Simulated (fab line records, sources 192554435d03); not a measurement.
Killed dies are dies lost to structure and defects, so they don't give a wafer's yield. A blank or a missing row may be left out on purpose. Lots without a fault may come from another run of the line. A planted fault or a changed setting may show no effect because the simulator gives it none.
fab line records | flow n5_finfet
record lots=7 wafers=21
route steps=1938 shown SD_EPI_P@301 SDB@361 HKMG_FIN@433 GATE_CUT@477
start_h: hours from the record's first day to the start of the lot's first wafer shown | wait_h: hours since the lot's step before | " the same as in the row above | L1.1+2: a row that stands for several wafers | - no value, or no start given | * or withheld: withheld | < > ~ a bound
route shown NAME@n: a module of which the file shows steps, and the number in the route of the first | usual: mean/standard deviation of fault-free wafers | same: alike in all rows | chamber/n: place in a boat | sites: the reading at each site | _std_site: their standard deviation | _edge_site: outer sites' mean less inner sites' | radius_mm: how far each site lies from the wafer's centre | mask NAME#n: copy n | behind: the tool/chamber that last shaped the wafer | hold: why the lot was held/for how many hours/how that ended | device: the transistor (n, p or np) that didn't switch | end of line: the same wafers' tests at the end of the route | a step without rows: its recipe alone | killed: dies lost to structure and defects at the first sort, not the wafer's yield | map: a wafer's dies, x killed, . not, _ none there
set.NAME: the setting as run; set.NAME@STEP: as run at that earlier step | model.NAME: the simulator's own value behind a step, which no gauge read
lots whose settings were changed on purpose; a table a step, a row a wafer
## steps
# step N5_SD_EPI_P_PEB_07
# recipe peb_temp_c=110 peb_time_s=60 resist=CAR-ArF-block
# columns lot.wafer tool chamber start_h wait_h set.peb_time_s
L074.2+3+6 litho_track-04 0 53.80 0.0 60
L081.3+4 litho_track-05 0 98.09 0.0 60
L081.6 " 0 " " 67.48
L084.1+3+4 litho_track-01 0 113.68 0.1 60
L087.1+2+5 litho_track-01 0 131.26 0.1 60
L090.2 litho_track-05 0 148.30 0.0 47.67
L090.5+6 " 0 " " 60
L091.1+3 litho_track-04 0 174.48 0.1 60
L091.6 " 0 " " 67.64
L093.2+3+4 litho_track-04 0 178.14 0.0 60
# step N5_SD_EPI_P_DEVELOP_08
# recipe develop_time_s=30 developer=TMAH resist=CAR-ArF-block dev_temp_c=23 rinse_liquid=diw dry=air_spin
# step N5_SD_EPI_P_CD_MEAS_09
# recipe target_cd_nm=240 landing_energy_ev=500 detector=se_inlens
# usual cd_nm=240.1/0.61
# columns lot.wafer tool chamber start_h wait_h set.peb_time_s@SD_EPI_P_PEB_07 cd_nm
L074.2 cd_sem-01 0 53.87 - 60 240.2
L074.3 " 0 " " 60 240.6
L074.6 " 0 " " 60 240.4
L081.3 cd_sem-02 0 98.15 - 60 240.0
L081.4 " 0 " " 60 239.4
L081.6 " 0 " " 67.48 244.0
L084.1 cd_sem-03 0 113.75 - 60 239.7
L084.3 " 0 " " 60 239.9
L084.4 " 0 " " 60 239.1
L087.1 cd_sem-01 0 131.33 - 60 239.2
L087.2 " 0 " " 60 239.5
L087.5 " 0 " " 60 239.7
L090.2 cd_sem-02 0 148.37 - 47.67 231.9
L090.5 " 0 " " 60 240.3
L090.6 " 0 " " 60 240.2
L091.1 cd_sem-02 0 174.55 - 60 240.0
L091.3 " 0 " " 60 239.9
L091.6 " 0 " " 67.64 243.5
L093.2 cd_sem-03 0 178.21 - 60 239.9
L093.3 " 0 " " 60 240.2
L093.4 " 0 " " 60 240.2
# step N5_SD_EPI_P_DESCUM_14
# recipe chemistry=O2 time_s=7.9 source_power_w=50 bias_power_w=20 pressure_mtorr=20 rf_frequency_hz=2.712e+07 temp_c=40 resist=CAR-ArF-block o2_flow_sccm=225
# columns lot.wafer tool chamber start_h wait_h set.peb_time_s@SD_EPI_P_PEB_07 model.SD_EPI_P.cd_nm
L074.2 rie_diel-03 1 54.17 0.3 60 240.4
L074.3 " 0 " " 60 240.8
L074.6 " 0 " " 60 240.6
L081.3 rie_diel-03 1 98.35 0.1 60 240
L081.4 " 0 " " 60 239.6
L081.6 " 1 " " 67.48 244.2
L084.1 rie_diel-03 2 113.84 0.0 60 239.6
L084.3 " 3 " " 60 239.8
L084.4 " 1 " " 60 238.8
L087.1 rie_diel-03 1 131.63 0.2 60 239.2
L087.2 " 2 " " 60 239.4
L087.5 " 1 " " 60 239.6
L090.2 rie_diel-03 3 148.46 0.0 47.67 231.6
L090.5 " 3 " " 60 240
L090.6 " 2 " " 60 240.2
L091.1 rie_diel-02 2 174.67 0.1 60 239.8
L091.3 " 1 " " 60 240
L091.6 " 3 " " 67.64 -
L093.2+4 rie_diel-03 1,3 178.30 0.0 60 240
L093.3 " 2 " " 60 240.2
# step N5_SD_EPI_P_ETCH_36
# recipe chemistry=CF4 target=SiARC target_depth_a=455 mask_material=CAR-ArF-block time_s=75.8 ion_energy_ev=80 pressure_mtorr=40 source_w=545 bias_w=36 Ar_flow_sccm=100 cf4_flow_sccm=100 ends=cleared
# columns lot.wafer tool chamber start_h wait_h set.peb_time_s@SD_EPI_P_PEB_07 model.SD_EPI_P.cd_nm
L074.2 rie_diel-03 1 54.21 0.0 60 240.2
L074.3 " 0 " " 60 240.8
L074.6 " 0 " " 60 240.4
L081.3 rie_diel-03 1 98.39 0.0 60 240
L081.4 " 0 " " 60 239.8
L081.6 " 1 " " 67.48 244.2
L084.1+3 rie_diel-03 2,3 113.87 0.0 60 239.8
L084.4 " 1 " " 60 238.8
L087.1 rie_diel-03 1 131.66 0.0 60 239
L087.2 " 2 " " 60 239.2
L087.5 " 1 " " 60 239.6
L090.2 rie_diel-03 3 148.49 0.0 47.67 231.8
L090.5+6 " 3,2 " " 60 240.2
L091.1 rie_diel-02 2 174.70 0.0 60 239.8
L091.3 " 1 " " 60 240.2
L091.6 " 3 " " 67.64 243.2
L093.2 rie_diel-03 1 178.33 0.0 60 240
L093.3 " 2 " " 60 240.4
L093.4 " 3 " " 60 240.2
# step N5_SD_EPI_P_ETCH_37
# recipe chemistry=N2/H2 target=SOC overetch_a=1080 mask_material=SiARC temp_c=40 ion_energy_ev=100 source_w=3000 bias_w=133 pressure_mtorr=20 time_s=486 n2_flow_sccm=200 h2_flow_sccm=200 ends=end_point
# columns lot.wafer tool chamber start_h wait_h set.peb_time_s@SD_EPI_P_PEB_07 model.SD_EPI_P.cd_nm
L074.2 rie_diel-03 1 54.26 0.0 60 240
L074.3 " 0 " " 60 240.6
L074.6 " 0 " " 60 239.4
L081.3 rie_diel-03 1 98.45 0.0 60 239.4
L081.4 " 0 " " 60 239.6
L081.6 " 1 " " 67.48 243.8
L084.1 rie_diel-03 2 113.93 0.0 60 239.4
L084.3 " 3 " " 60 240
L084.4 " 1 " " 60 238.8
L087.1 rie_diel-03 1 131.72 0.0 60 238
L087.2 " 2 " " 60 238.4
L087.5 " 1 " " 60 239.2
L090.2 rie_diel-03 3 148.55 0.0 47.67 230.8
L090.5 " 3 " " 60 239.2
L090.6 " 2 " " 60 238.8
L091.1 rie_diel-02 2 174.76 0.0 60 241.2
L091.3 " 1 " " 60 241
L091.6 " 3 " " 67.64 244
L093.2 rie_diel-03 1 178.39 0.0 60 239
L093.3 " 2 " " 60 240
L093.4 " 3 " " 60 240.8
# step N5_SD_EPI_P_STRIP_38
# recipe chemistry=N2/H2 temp_c=40 n2_flow_sccm=200 h2_flow_sccm=200 rf_frequency_hz=6e+07
# step N5_SD_EPI_P_ETCHBACK_46
# recipe chemistry=CH3F/O2 mode=anisotropic_etchback target=SiNx target_depth_a=175 stop_on=SiO2 over_etch_frac=0.3 ion_energy_ev=120 pressure_mtorr=30 source_w=395 bias_w=73 Ar_flow_sccm=150 CH3F_flow_sccm=30 O2_flow_sccm=20
# step N5_SD_EPI_P_ETCH_47
# recipe chemistry=CH3F/O2 target=SiOCN target_depth_a=250 mask_material=SOC ion_energy_ev=60 bias_w=29 pressure_mtorr=30 source_w=410 Ar_flow_sccm=150 CH3F_flow_sccm=30 O2_flow_sccm=20
# columns lot.wafer tool chamber start_h wait_h set.peb_time_s@SD_EPI_P_PEB_07 model.SD_EPI_P.cd_nm
L074.2 rie_diel-03 1 54.69 0.1 60 239.8
L074.3 " 0 " " 60 240.4
L074.6 " 0 " " 60 239.2
L081.3 rie_diel-03 1 98.87 0.1 60 239.4
L081.4 " 0 " " 60 239.6
L081.6 " 1 " " 67.48 243.6
L084.1 rie_diel-03 3 114.35 0.1 60 239.4
L084.3 " 1 " " 60 240
L084.4 " 2 " " 60 239
L087.1 rie_diel-03 1 132.14 0.1 60 238
L087.2 " 2 " " 60 238.4
L087.5 " 1 " " 60 239
L090.2 rie_diel-03 3 148.97 0.1 47.67 231
L090.5 " 3 " " 60 239.4
L090.6 " 2 " " 60 238.8
L091.1 rie_diel-02 2 175.18 0.1 60 241.2
L091.3 " 1 " " 60 241
L091.6 " 3 " " 67.64 244
L093.2 rie_diel-03 1 178.81 0.1 60 239
L093.3 " 2 " " 60 239.8
L093.4 " 3 " " 60 240.8
# step N5_SDB_ETCH_18
# recipe chemistry=N2/H2 target=SOC target_depth_a=1000 overetch_a=200 mask_material=SiARC temp_c=40 time_s=150 ion_energy_ev=200 pressure_mtorr=30 source_w=840 bias_w=150 n2_flow_sccm=200 h2_flow_sccm=200
# usual rf_vpp_V=524.9/2
# columns lot.wafer tool chamber start_h wait_h set.source_w rf_vpp_V
L074.2 rie_diel-01 1 65.73 0.0 840 525.0
L074.3 " 2 " " 984.1 496.1
L074.6 " 3 " " 984.1 498.3
L081.3 rie_diel-04 2 109.85 0.0 840 526.5
L081.4 " 1 " " 896.8 514.1
L081.6 " 3 " " 840 526.1
L084.1 rie_diel-06 3 125.23 0.0 914.9 508.6
L084.3 " 0 " " 914.9 509.8
L084.4 " 1 " " 914.9 511.0
L087.1 rie_diel-01 3 144.39 0.0 840 524.9
L087.2 " 2 " " 840 522.5
L087.5 " 0 " " 840 527.4
L090.2 rie_diel-06 1 160.23 0.0 840 526.4
L090.5 " 1 " " 840 525.8
L090.6 " 2 " " 967.7 502.7
L091.1 rie_diel-01 1 187.11 0.0 840 523.9
L091.3 " 2 " " 840 521.1
L091.6 " 3 " " 840 523.4
L093.2 rie_diel-04 0 190.36 0.0 840 528.9
L093.3 " 1 " " 840 522.8
L093.4 " 3 " " 840 526.9
# step N5_HKMG_FIN_DESCUM_17
# recipe chemistry=O2 time_s=7.9 source_power_w=50 bias_power_w=20 pressure_mtorr=20 rf_frequency_hz=2.712e+07 temp_c=40 resist=CAR-ArF o2_flow_sccm=225
# columns lot.wafer tool chamber start_h wait_h set.time_s model.CAR-ArF_of_HKMG_FIN_COAT_06.thk_nm
L074.2 rie_diel-04 3 75.14 0.0 8.737 83.2
L074.3+6 " 0 " " 8.737 83
L081.3+6 rie_diel-01 2 119.00 0.3 7.9 83.6
L081.4 " 0 " " 9.617 82.8
L084.1+3 rie_diel-04 1,3 134.38 0.3 7.14 84.2
L084.4 " 2 " " 7.9 83.4
L087.1 rie_diel-04 1 154.15 0.0 7.164 84.2
L087.2 " 2 " " 7.164 84.4
L087.5 " 1 " " 7.164 84
L090.2 rie_diel-06 1 169.46 0.0 7.09 83.8
L090.5+6 " 1,0 " " 7.9 83.2
L091.1 rie_diel-01 3 198.22 0.0 7.9 83.6
L091.3 " 2 " " 7.9 83.4
L091.6 " 3 " " 6.483 84.6
L093.2 rie_diel-04 2 199.88 0.0 7.9 83.4
L093.3+4 " 0,3 " " 7.9 83.6
# step N5_HKMG_FIN_ETCH_31
# recipe chemistry=CF4 target=SiARC target_depth_a=455 mask_material=CAR-ArF time_s=75.8 ion_energy_ev=80 pressure_mtorr=40 source_w=545 bias_w=36 Ar_flow_sccm=100 cf4_flow_sccm=100 ends=cleared
# columns lot.wafer tool chamber start_h wait_h set.time_s@HKMG_FIN_DESCUM_17 model.CAR-ArF_of_HKMG_FIN_COAT_06.thk_nm
L074.2 rie_diel-04 3 75.17 0.0 8.737 50.6
L074.3+6 " 0 " " 8.737 50.4
L081.3+6 rie_diel-01 2 119.04 0.0 7.9 50.8
L081.4 " 0 " " 9.617 50
L084.1 rie_diel-04 1 134.42 0.0 7.14 51.6
L084.3 " 3 " " 7.14 51.8
L084.4 " 2 " " 7.9 51
L087.1+5 rie_diel-04 1 154.19 0.0 7.164 51.6
L087.2 " 2 " " 7.164 51.8
L090.2 rie_diel-06 1 169.50 0.0 7.09 51.2
L090.5 " 1 " " 7.9 50.4
L090.6 " 0 " " 7.9 50.6
L091.1+3 rie_diel-01 3,2 198.26 0.0 7.9 50.8
L091.6 " 3 " " 6.483 52
L093.2 rie_diel-04 2 199.91 0.0 7.9 50.8
L093.3+4 " 0,3 " " 7.9 51
# step N5_GATE_CUT_HM_DEP_46
# recipe material=SiO2 target_thk_a=1300 temp_c=400 precursor=TEOS/O2 pressure_torr=6.5 rf_w=900 teos_flow_sccm=161.4 gas=O2 flow_sccm=2650 time_s=26.6
# columns lot.wafer tool chamber start_h wait_h set.time_s model.SiO2_of_GATE_CUT_HM_DEP_46.thk_nm
L074.2 pecvd-04 1 82.85 0.0 23.45 111.8
L074.3 " 0 " " 26.6 128.4
L074.6 " 1 " " 26.6 129.2
L081.3 pecvd-04 0 126.69 0.0 25.27 123
L081.4 " 2 " " 26.6 128.6
L081.6 " 0 " " 25.27 125.4
L084.1 pecvd-01 0 142.77 0.0 26.6 129
L084.3 " 1 " " 27.8 136
L084.4 " 1 " " 26.6 132
L087.1 pecvd-02 2 162.51 0.0 28.96 138
L087.2 " 0 " " 28.96 139.8
L087.5 " 0 " " 26.6 128.8
L090.2 pecvd-04 1 177.19 0.0 25.43 122.6
L090.5 " 0 " " 26.6 132.8
L090.6 " 2 " " 25.43 125.2
L091.1 pecvd-02 0 205.84 0.0 24.29 119.6
L091.3 " 1 " " 24.29 121
L091.6 " 2 " " 24.29 121.4
L093.2 pecvd-01 0 207.50 0.0 26.6 129
L093.3 " 1 " " 26.6 129.8
L093.4 " 2 " " 26.6 130.8
## key
split step=N5_SD_EPI_P_PEB_07 setting=peb_time_s stated=60 by=wafer
response step=N5_SD_EPI_P_CD_MEAS_09 reading=cd_nm change=+0.362 per=1% r=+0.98
response step=N5_SD_EPI_P_DESCUM_14 reading=model.SD_EPI_P.cd_nm change=+0.397 per=1% r=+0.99
response step=N5_SD_EPI_P_ETCH_36 reading=model.SD_EPI_P.cd_nm change=+0.361 per=1% r=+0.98
response step=N5_SD_EPI_P_ETCH_37 reading=model.SD_EPI_P.cd_nm change=+0.35 per=1% r=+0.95
response step=N5_SD_EPI_P_ETCH_47 reading=model.SD_EPI_P.cd_nm change=+0.344 per=1% r=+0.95
split step=N5_SDB_ETCH_18 setting=source_w stated=840 by=wafer
response step=N5_SDB_ETCH_18 reading=rf_vpp_V change=-1.6 per=1% r=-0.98
split step=N5_HKMG_FIN_DESCUM_17 setting=time_s stated=7.9 by=wafer
response step=N5_HKMG_FIN_DESCUM_17 reading=model.CAR-ArF_of_HKMG_FIN_COAT_06.thk_nm change=-0.0514 per=1% r=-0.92
response step=N5_HKMG_FIN_ETCH_31 reading=model.CAR-ArF_of_HKMG_FIN_COAT_06.thk_nm change=-0.0533 per=1% r=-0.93
split step=N5_GATE_CUT_HM_DEP_46 setting=time_s stated=26.6 by=wafer
response step=N5_GATE_CUT_HM_DEP_46 reading=model.SiO2_of_GATE_CUT_HM_DEP_46.thk_nm change=+1.33 per=1% r=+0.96
